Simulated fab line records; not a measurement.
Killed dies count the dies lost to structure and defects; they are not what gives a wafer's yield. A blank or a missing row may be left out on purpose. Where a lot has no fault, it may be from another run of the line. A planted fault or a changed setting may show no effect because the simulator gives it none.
Chamber matching || flow n5_finfet || rie_diel-03 running N5_BEOL_M9_DESCUM_16: 4 sister chambers
The step chemistry O2, time 7.9 s. 22 wafers are shown with their chamber, then 11 later ones without.

WAFERS PAIRED WITH THEIR CHAMBERS
{"wafer": "L079.1", "chamber": 3, "showerhead_plenum_p_Torr (Torr)": 2.16, "drypump_motor_current_A (A)": 5.5, "throttle_valve_pct (%)": 20.46}
{"wafer": "L079.3", "chamber": 0, "showerhead_plenum_p_Torr (Torr)": 2.02, "drypump_motor_current_A (A)": 5.9, "throttle_valve_pct (%)": 20.12}
{"wafer": "L079.4", "chamber": 1, "showerhead_plenum_p_Torr (Torr)": 2.08, "drypump_motor_current_A (A)": 5.7, "throttle_valve_pct (%)": 20.21}
{"wafer": "L080.2", "chamber": 3, "showerhead_plenum_p_Torr (Torr)": 2.16, "drypump_motor_current_A (A)": 5.5, "throttle_valve_pct (%)": 20.46}
{"wafer": "L080.3", "chamber": 2, "showerhead_plenum_p_Torr (Torr)": 1.99, "drypump_motor_current_A (A)": 6.0, "throttle_valve_pct (%)": 20.52}
{"wafer": "L080.6", "chamber": 3, "showerhead_plenum_p_Torr (Torr)": 2.16, "drypump_motor_current_A (A)": 5.5, "throttle_valve_pct (%)": 20.46}
{"wafer": "L082.4", "chamber": 1, "showerhead_plenum_p_Torr (Torr)": 2.08, "drypump_motor_current_A (A)": 5.7, "throttle_valve_pct (%)": 20.19}
{"wafer": "L082.5", "chamber": 0, "showerhead_plenum_p_Torr (Torr)": 2.02, "drypump_motor_current_A (A)": 5.9, "throttle_valve_pct (%)": 20.14}
{"wafer": "L082.6", "chamber": 1, "showerhead_plenum_p_Torr (Torr)": 2.08, "drypump_motor_current_A (A)": 5.7, "throttle_valve_pct (%)": 20.18}
{"wafer": "L085.2", "chamber": 0, "showerhead_plenum_p_Torr (Torr)": 2.01, "drypump_motor_current_A (A)": 5.9, "throttle_valve_pct (%)": 20.15}
{"wafer": "L085.3", "chamber": 1, "showerhead_plenum_p_Torr (Torr)": 2.08, "drypump_motor_current_A (A)": 5.7, "throttle_valve_pct (%)": 20.19}
{"wafer": "L085.5", "chamber": 1, "showerhead_plenum_p_Torr (Torr)": 2.08, "drypump_motor_current_A (A)": 5.7, "throttle_valve_pct (%)": 20.20}
{"wafer": "L081.3", "chamber": 2, "showerhead_plenum_p_Torr (Torr)": 1.99, "drypump_motor_current_A (A)": 6.0, "throttle_valve_pct (%)": 20.51}
{"wafer": "L081.5", "chamber": 1, "showerhead_plenum_p_Torr (Torr)": 2.08, "drypump_motor_current_A (A)": 5.7, "throttle_valve_pct (%)": 20.19}
{"wafer": "L081.6", "chamber": 0, "showerhead_plenum_p_Torr (Torr)": 2.01, "drypump_motor_current_A (A)": 5.9, "throttle_valve_pct (%)": 20.15}
{"wafer": "L087.1", "chamber": 2, "showerhead_plenum_p_Torr (Torr)": 1.99, "drypump_motor_current_A (A)": 6.0, "throttle_valve_pct (%)": 20.50}
{"wafer": "L087.3", "chamber": 0, "showerhead_plenum_p_Torr (Torr)": 2.01, "drypump_motor_current_A (A)": 5.9, "throttle_valve_pct (%)": 20.15}
{"wafer": "L087.6", "chamber": 2, "showerhead_plenum_p_Torr (Torr)": 1.99, "drypump_motor_current_A (A)": 6.0, "throttle_valve_pct (%)": 20.50}
{"wafer": "L088.2", "chamber": 2, "showerhead_plenum_p_Torr (Torr)": 1.99, "drypump_motor_current_A (A)": 6.1, "throttle_valve_pct (%)": 20.52}
{"wafer": "L088.4", "chamber": 1, "showerhead_plenum_p_Torr (Torr)": 2.08, "drypump_motor_current_A (A)": 5.7, "throttle_valve_pct (%)": 20.22}
{"wafer": "L088.5", "chamber": 2, "showerhead_plenum_p_Torr (Torr)": 1.99, "drypump_motor_current_A (A)": 6.0, "throttle_valve_pct (%)": 20.50}
{"wafer": "L090.1", "chamber": 3, "showerhead_plenum_p_Torr (Torr)": 2.16, "drypump_motor_current_A (A)": 5.5, "throttle_valve_pct (%)": 20.49}

SIGNATURES (averages over the wafers above)
{"reading": "showerhead_plenum_p_Torr", "chamber 0": 2.0140, "chamber 1": 2.0800, "chamber 2": 1.9900, "chamber 3": 2.1600, "scatter within a chamber": 0.00258}
{"reading": "drypump_motor_current_A", "chamber 0": 5.900, "chamber 1": 5.700, "chamber 2": 6.017, "chamber 3": 5.500, "scatter within a chamber": 0.0215}
{"reading": "throttle_valve_pct", "chamber 0": 20.1420, "chamber 1": 20.1971, "chamber 2": 20.5083, "chamber 3": 20.4675, "scatter within a chamber": 0.0129}
Rule: a wafer lies at a distance from a chamber equal to the root of the sum of squares, over the readings, of (its reading less the chamber's mean, divided by the reading's scatter). If the next closest chamber is less than 2 further off than the closest, the wafer can't be placed; otherwise it belongs to the closest. The scatter is the square root of a quotient: the sum, over the shown wafers, of each reading's squared deviation from its chamber's mean, divided by wafers minus chambers.

WAFERS WITH NO CHAMBER GIVEN
{"wafer": "L090.3", "showerhead_plenum_p_Torr (Torr)": 2.07, "drypump_motor_current_A (A)": 5.7, "throttle_valve_pct (%)": 20.21}
{"wafer": "L090.5", "showerhead_plenum_p_Torr (Torr)": 2.07, "drypump_motor_current_A (A)": 5.7, "throttle_valve_pct (%)": 20.22}
{"wafer": "L093.2", "showerhead_plenum_p_Torr (Torr)": 2.07, "drypump_motor_current_A (A)": 5.7, "throttle_valve_pct (%)": 20.24}
{"wafer": "L093.3", "showerhead_plenum_p_Torr (Torr)": 2.16, "drypump_motor_current_A (A)": 5.5, "throttle_valve_pct (%)": 20.49}
{"wafer": "L093.5", "showerhead_plenum_p_Torr (Torr)": 2.01, "drypump_motor_current_A (A)": 5.9, "throttle_valve_pct (%)": 20.15}
{"wafer": "L092.2", "showerhead_plenum_p_Torr (Torr)": 1.98, "drypump_motor_current_A (A)": 6.0, "throttle_valve_pct (%)": 20.53}
{"wafer": "L092.3", "showerhead_plenum_p_Torr (Torr)": 2.07, "drypump_motor_current_A (A)": 5.7, "throttle_valve_pct (%)": 20.22}
{"wafer": "L092.6", "showerhead_plenum_p_Torr (Torr)": 2.01, "drypump_motor_current_A (A)": 5.9, "throttle_valve_pct (%)": 20.16}
{"wafer": "L096.1", "showerhead_plenum_p_Torr (Torr)": 2.07, "drypump_motor_current_A (A)": 5.7, "throttle_valve_pct (%)": 20.26}
{"wafer": "L096.2", "showerhead_plenum_p_Torr (Torr)": 2.01, "drypump_motor_current_A (A)": 5.9, "throttle_valve_pct (%)": 20.18}
{"wafer": "L096.5", "showerhead_plenum_p_Torr (Torr)": 2.01, "drypump_motor_current_A (A)": 5.9, "throttle_valve_pct (%)": 20.18}

WHICH CHAMBER EACH WENT THROUGH
{"wafer": "L090.3", "from the rows above": 1, "in truth": 1}
{"wafer": "L090.5", "from the rows above": 1, "in truth": 1}
{"wafer": "L093.2", "from the rows above": 1, "in truth": 1}
{"wafer": "L093.3", "from the rows above": 3, "in truth": 3}
{"wafer": "L093.5", "from the rows above": 0, "in truth": 0}
{"wafer": "L092.2", "from the rows above": 2, "in truth": 2}
{"wafer": "L092.3", "from the rows above": 1, "in truth": 1}
{"wafer": "L092.6", "from the rows above": 0, "in truth": 0}
{"wafer": "L096.1", "from the rows above": 1, "in truth": 1}
{"wafer": "L096.2", "from the rows above": 0, "in truth": 0}
{"wafer": "L096.5", "from the rows above": 0, "in truth": 0}
Correct placement for 11 of the 11. Number that these rows cannot place: 0. Wrongly placed: 0.
